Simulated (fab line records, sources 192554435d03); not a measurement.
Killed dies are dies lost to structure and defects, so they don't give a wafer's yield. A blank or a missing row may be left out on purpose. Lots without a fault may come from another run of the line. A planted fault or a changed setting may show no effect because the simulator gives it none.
Split-lot experiment | flow n5_finfet | 7 lots, 39 wafers read, on a route of 1938 steps

THE SPLIT
At N5_STI_FIN_REVEAL_ETCHBACK_08 (etches SiO2 in C4F6/O2, target depth 30.5 nm, time 10.167 s), the setting time_s was moved away from the recipe's 10.167 s on 9 of the 39 wafers read, by -44.3% to +55.1%. The other wafers ran this setting at the recipe's value.

FROM THE SPLIT TO THE READING: what the file shows between them, 3 steps
- N5_STI_FIN_REVEAL_STRIP_24: strips in N2/H2, time 90 s
- N5_STI_FIN_REVEAL_PRECLEAN_25: cleans in SPM, time 90 s
- N5_STI_FIN_REVEAL_SRD_23: time 30 s

THE READING
trench_depth_nm, in nm, at N5_STI_FIN_REVEAL_FIN_H_MEAS_10. Fault-free wafers of this fab line usually give 52.1 nm, standard deviation 0.73 nm.

wafer  | tool, chamber at the split | time_s as run, s | against the recipe | trench_depth_nm, nm | against lot-mates on the recipe
L078.1 | rie_diel-06, 0,1,3,2,1,2   | 10.167           | recipe             | 52.5                | -
L078.2 | rie_diel-06, 0,1,3,2,1,2   | 10.167           | recipe             | 52.1                | -
L078.3 | rie_diel-06, 0,1,3,2,1,2   | 10.167           | recipe             | 51.4                | -
L078.4 | rie_diel-06, 0,1,3,2,1,2   | 10.167           | recipe             | 51.0                | -
L078.5 | rie_diel-06, 0,1,3,2,1,2   | 10.167           | recipe             | 52.8                | -
L078.6 | rie_diel-06, 0,1,3,2,1,2   | 10.167           | recipe             | 51.4                | -
L079.1 | rie_diel-06, 0,1,0         | 10.167           | recipe             | 52.2                | -
L079.2 | rie_diel-06, 3,2,3         | 13.38            | +31.6%             | 60.3                | +8.2
L079.3 | rie_diel-06, 3,2,3         | 13.38            | +31.6%             | 61.5                | +9.4
L079.4 | rie_diel-06, 0,1,0         | 10.167           | recipe             | 52.1                | -
L079.5 | rie_diel-06, 3,2,3         | 13.38            | +31.6%             | 60.3                | +8.2
L079.6 | rie_diel-06, 0,1,0         | 10.167           | recipe             | 52.1                | -
L082.1 | rie_diel-06, 3,0,2,1,2,1   | 10.167           | recipe             | 51.8                | -
L082.2 | rie_diel-06, 3,0,2,1,2,1   | 10.167           | recipe             | 52.6                | -
L082.3 | rie_diel-06, 3,0,2,1,2,1   | 10.167           | recipe             | 52.0                | -
L082.4 | rie_diel-06, 3,0,2,1,2,1   | 10.167           | recipe             | 52.8                | -
L082.5 | rie_diel-06, 3,0,2,1,2,1   | 10.167           | recipe             | 52.3                | -
L082.6 | rie_diel-06, 3,0,2,1,2,1   | 10.167           | recipe             | 53.4                | -
L083.1 | rie_diel-02, 1,3,1         | 5.663            | -44.3%             | 38.1                | -13.3
L083.2 | rie_diel-02, 1,3,1         | 5.663            | -44.3%             | 38.6                | -12.8
L083.3 | rie_diel-02, 2,0,0         | 10.167           | recipe             | 51.5                | -
L083.4 | rie_diel-02, 2,0,0         | 10.167           | recipe             | 50.9                | -
L083.5 | rie_diel-02, 2,0,0         | 10.167           | recipe             | 51.7                | -
L083.6 | rie_diel-02, 1,3,1         | 5.663            | -44.3%             | 38.0                | -13.4
L087.3 | rie_diel-03, 2,0,1         | 10.167           | recipe             | 52.5                | -
L087.5 | rie_diel-03, 2,0,1         | 10.167           | recipe             | 51.2                | -
L087.6 | rie_diel-03, 2,0,1         | 10.167           | recipe             | 52.7                | -
L093.1 | rie_diel-02, 0,1,2         | 15.77            | +55.1%             | 71.4                | +17.9
L093.2 | rie_diel-02, 3,0,3         | 10.167           | recipe             | 53.0                | -
L093.3 | rie_diel-02, 0,1,2         | 15.77            | +55.1%             | 68.5                | +15.0
L093.4 | rie_diel-02, 0,1,2         | 15.77            | +55.1%             | 70.1                | +16.6
L093.5 | rie_diel-02, 3,0,3         | 10.167           | recipe             | 54.5                | -
L093.6 | rie_diel-02, 3,0,3         | 10.167           | recipe             | 53.0                | -
L094.1 | rie_diel-02, 1,3,0,2,0,1   | 10.167           | recipe             | 51.7                | -
L094.2 | rie_diel-02, 1,3,0,2,0,1   | 10.167           | recipe             | 51.9                | -
L094.3 | rie_diel-02, 1,3,0,2,0,1   | 10.167           | recipe             | 53.4                | -
L094.4 | rie_diel-02, 1,3,0,2,0,1   | 10.167           | recipe             | 51.3                | -
L094.5 | rie_diel-02, 1,3,0,2,0,1   | 10.167           | recipe             | 53.6                | -
L094.6 | rie_diel-02, 1,3,0,2,0,1   | 10.167           | recipe             | 51.5                | -
Where a row lists several chambers, the file gives one row for several wafers and doesn't say which wafer went through which chamber.

THE FIT
A straight line over all 39 wafers: trench_depth_nm changes by +0.312 nm for each +1% of time_s; r = +0.99; the points scatter about the line by 0.94 nm.
The same after taking each lot's own level away (the mean of its wafers on the recipe; 39 wafers): +0.294 nm for each +1%; r = +0.99; scatter 0.73 nm.
On that fit, the largest move of time_s shifts the reading by 16 nm.
The lots' own levels span 51.37 to 53.50 nm, that is 2.9 times the standard deviation above.
So the lot-to-lot level changes the slope little: the two slopes agree.
Check: with one of the wafers moved furthest among these (+55.1%) left out of the fit, the line predicts +15.8 nm for it against its lot-mates. It came out at +17.9 nm against them.

THE FILE'S OWN FIT
trench_depth_nm changes by +0.293 nm for each +1% of time_s, r = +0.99.
